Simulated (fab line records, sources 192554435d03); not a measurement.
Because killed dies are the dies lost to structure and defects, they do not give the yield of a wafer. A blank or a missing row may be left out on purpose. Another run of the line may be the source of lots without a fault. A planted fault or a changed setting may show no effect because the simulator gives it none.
The tool behind it: which one? | flow n5Finfet | 10 lots with 30 wafers sampled at 3 steps, on a route of 1938 steps

## WHAT THE GAUGES READ, wafer by wafer
N5_BEOL_M4_RC_MEAS_101. Usual: DIBL_N 37.1 mV/V, standard deviation 1.8; DIBL_P 37.2 mV/V, standard deviation 2.1; IOFF_N 0.17 nA/um, standard deviation 0.033; IOFF_P 0.22 nA/um, standard deviation 0.037; ION_N 680 uA/um, standard deviation 11; ION_P 464 uA/um, standard deviation 7.7; SS_N 71.7 mV/dec, standard deviation 0.63; SS_P 73.6 mV/dec, standard deviation 0.67; VT_N 248.9 mV, standard deviation 2.9; VT_P -251 mV, standard deviation 3.6.
lot  | measured     | on        | DIBL_N (mV/V)  | DIBL_P (mV/V)  | IOFF_N (nA/um) | IOFF_P (nA/um) | ION_N (uA/um) | ION_P (uA/um) | SS_N (mV/dec)  | SS_P (mV/dec)  | VT_N (mV)         | VT_P (mV)      | flag
L187 | day 8 22:56  | prober-02 | 38.7 35.8 34.1 | 40.6 36.7 33.8 | 0.22 0.14 0.12 | 0.26 0.18 0.15 | 701 676 667   | 473 455 454   | 72.0 71.4 71.0 | 74.6 73.2 72.5 | 242.9 251.4 251.3 | -248 -256 -256 | 
L190 | day 9 19:16  | prober-02 | 36.6 37.9 38.8 | 35.3 38.5 38.1 | 0.14 0.18 0.19 | 0.16 0.22 0.21 | 663 684 681   | 449 464 463   | 72.0 72.4 71.7 | 72.9 74.1 74.2 | 253.8 248.7 249.6 | -254 -253 -253 | 
L194 | day 10 19:43 | prober-02 | 35.7 38.2 34.0 | 37.0 41.7 35.3 | 0.14 0.21 0.13 | 0.18 0.25 0.17 | 663 690 665   | 455 469 462   | 72.0 71.6 70.7 | 73.9 75.1 73.4 | 250.1 245.4 251.2 | -254 -252 -255 | 
L198 | day 12 10:49 | prober-02 | 37.6 37.6 37.3 | 37.8 37.0 37.4 | 0.16 0.15 0.16 | 0.18 0.17 0.17 | 674 673 676   | 456 459 453   | 71.8 71.1 71.5 | 73.2 72.8 72.9 | 250.6 250.8 248.5 | -256 -256 -256 | 
L199 | day 12 17:54 | prober-02 | 38.3 40.4 36.9 | 39.1 40.5 39.4 | 0.20 0.23 0.18 | 0.21 0.25 0.22 | 682 686 683   | 458 463 467   | 72.4 72.7 71.5 | 73.3 74.5 73.8 | 247.9 246.6 246.6 | -251 -248 -250 | 
L197 | day 12 19:37 | prober-02 | 38.4 40.1 35.5 | 37.8 40.3 35.3 | 0.18 0.21 0.12 | 0.22 0.27 0.19 | 676 688 671   | 461 474 467   | 70.8 71.5 70.7 | 73.7 74.3 73.8 | 247.8 247.0 252.9 | -251 -247 -252 | 
L202 | day 12 22:56 | prober-01 | 33.3 34.7 34.8 | 35.1 36.7 38.0 | 0.13 0.14 0.15 | 0.18 0.21 0.23 | 675 682 678   | 461 465 470   | 70.6 70.8 71.7 | 73.1 72.9 74.3 | 252.0 249.0 249.5 | -251 -250 -248 | 
L205 | day 14 06:01 | prober-01 | 38.4 37.4 37.3 | 37.9 36.2 35.7 | 0.20 0.18 0.17 | 0.24 0.22 0.21 | 695 678 666   | 469 461 461   | 72.2 72.0 71.5 | 74.3 73.4 73.1 | 243.4 247.8 249.1 | -249 -251 -252 | 
L206 | day 14 10:52 | prober-02 | 39.5 40.7 37.4 | 39.0 38.9 35.8 | 0.18 0.21 0.16 | 0.24 0.24 0.20 | 664 678 680   | 463 461 461   | 71.9 73.2 71.3 | 73.9 74.5 73.8 | 249.3 247.9 250.8 | -248 -247 -250 | 
L207 | day 14 13:47 | prober-02 | 40.8 35.2 37.1 | 40.8 34.0 36.9 | 0.27 0.13 0.18 | 0.34 0.20 0.25 | 703 677 679   | 477 463 467   | 73.1 72.0 71.7 | 74.0 72.0 73.6 | 242.1 251.3 248.0 | -241 -248 -244 | 

N5_BEOL_M11_CD_MEAS_35 targets a cd of 70 nm. Usual: cdNm at 70.1 nm, with a standard deviation of 0.69.
lot  | measured     | on       | cdNm (nm)      | flag
L187 | day 11 20:20 | cdSem-02 | 70.5 69.7 69.6 | 
L190 | day 12 17:05 | cdSem-01 | 70.1 71.4 71.3 | 
L194 | day 13 11:38 | cdSem-02 | 68.5 69.6 69.5 | 
L198 | day 15 03:32 | cdSem-01 | 70.1 70.0 69.1 | 
L199 | day 15 09:49 | cdSem-01 | 70.2 70.4 70.0 | 
L197 | day 15 02:14 | cdSem-03 | 70.7 70.5 70.3 | 
L202 | day 15 20:40 | cdSem-02 | 70.5 69.6 69.7 | 
L205 | day 16 23:27 | cdSem-02 | 70.4 70.7 70.8 | 
L206 | day 17 07:16 | cdSem-02 | 70.8 70.8 69.7 | 
L207 | day 17 07:26 | cdSem-02 | 70.2 70.8 70.6 | 

## WHICH TOOL RAN EACH LOT (tool, then ch and the chambers of the sampled wafers, then the start)
lot  | N5_BEOL_M11_ETCH_41
L187 | rieDiel-04 ch 0,3, day 11 20:02
L190 | rieDiel-06 ch 0,1, day 12 16:47
L194 | rieDiel-06 ch 1,2,3, day 13 11:21
L198 | rieDiel-06 ch 1,2,3, day 15 03:14
L199 | rieDiel-06 ch 0,1,2, day 15 09:31
L197 | rieDiel-06 ch 0,3, day 15 01:56
L202 | rieDiel-02 ch 0,1, day 15 20:22
L205 | rieDiel-02 ch 0,1,2, day 16 23:09
L206 | rieDiel-02 ch 1,2,3, day 17 06:58
L207 | rieDiel-06 ch 0,1,2, day 17 07:08
- N5_BEOL_M11_ETCH_41: etches SiCN in CH3F/O2, target depth 42.6 nm, time 86 s.

## AS READ BY THE TOOLS THEMSELVES (means over the sampled wafers that have a number; for cases with no such wafer, the mark the record gives instead)
N5_BEOL_M11_ETCH_41. Usual: CH3F_flow_sccm 30.00 sccm, standard deviation 0.093; O2_flow_sccm 19.99 sccm, standard deviation 0.06; biasW 75.00 W, standard deviation 0.25; drypumpMotorCurrentA 5.8 A, standard deviation 0.35; mfcArSccm 150.0 sccm, standard deviation 0.5; oesProductAu 0.82 a.u., standard deviation 0.085; rfFwdPowerW 391.8 W, standard deviation 1.3; rfVppV 298.1 V, standard deviation 1.5; showerheadPlenumPTorr 2.04 Torr, standard deviation 0.06; throttleValvePct 16.30 %, standard deviation 0.21.
lot  | tool       | CH3F_flow_sccm (sccm) | O2_flow_sccm (sccm) | biasW (W) | drypumpMotorCurrentA (A) | mfcArSccm (sccm) | oesProductAu (a.u.) | rfFwdPowerW (W) | rfVppV (V) | showerheadPlenumPTorr (Torr) | throttleValvePct (%) | flag
L187 | rieDiel-04 | 30.00                 | 20.02               | 74.94     | 5.7                      | 149.4            | 0.89                | 391.1           | 298.9      | 2.07                         | 16.13                | 
L190 | rieDiel-06 | 29.99                 | 19.96               | 75.30     | 5.9                      | 150.1            | 0.91                | 392.9           | 298.2      | 2.09                         | 16.10                | 
L194 | rieDiel-06 | 29.94                 | 19.96               | 74.78     | 5.9                      | 149.9            | 0.81                | 392.3           | 297.8      | 2.04                         | 16.31                | 
L198 | rieDiel-06 | -                     | -                   | -         | -                        | -                | -                   | -               | -          | -                            | -                    | OFF
L199 | rieDiel-06 | -                     | -                   | -         | -                        | -                | -                   | -               | -          | -                            | -                    | OFF
L197 | rieDiel-06 | 30.11                 | 20.00               | 75.23     | 5.9                      | 149.4            | 0.82                | 392.2           | 296.8      | 2.00                         | 16.27                | 
L202 | rieDiel-02 | 30.00                 | 19.98               | 75.18     | 6.1                      | 149.6            | 0.78                | 390.3           | 297.9      | 2.03                         | 16.44                | 
L205 | rieDiel-02 | 30.03                 | 20.01               | 74.87     | 5.9                      | 150.2            | 0.81                | 390.6           | 299.0      | 2.04                         | 16.34                | 
L206 | rieDiel-02 | 30.06                 | 20.06               | 75.02     | 5.7                      | 150.0            | 0.77                | 392.0           | 297.0      | 2.01                         | 16.47                | 
L207 | rieDiel-06 | 30.01                 | 20.01               | 75.07     | 5.9                      | 150.1            | 0.79                | 390.9           | 298.9      | 2.07                         | 16.15                | 

## THE ANSWER, worked out from the rows above alone
Rule: a lot is off if the mean of its wafers that have a number lies more than 3 standard deviations from the usual mean. A lot without any number at a reading at which 4 lots or more have one is off too. All remaining lots with rows at the step are treated as sound. After the gauges, taken in route order, come the tools' own readings; for these a lot's mean is taken, as printed above. The first step at which some lot is off is used, and at that step the reading that is off furthest; a lot without a number counts as furthest.
Off: L198, L199, at N5_BEOL_M11_ETCH_41 (CH3F_flow_sccm). Without a number there: L198, L199.
A tool fits if, at that step or a process step before it, it ran every lot that is off, and no sound lot after the first of them. Not one of the candidates tried fits.

## WHAT THE SIMULATOR PUT IN
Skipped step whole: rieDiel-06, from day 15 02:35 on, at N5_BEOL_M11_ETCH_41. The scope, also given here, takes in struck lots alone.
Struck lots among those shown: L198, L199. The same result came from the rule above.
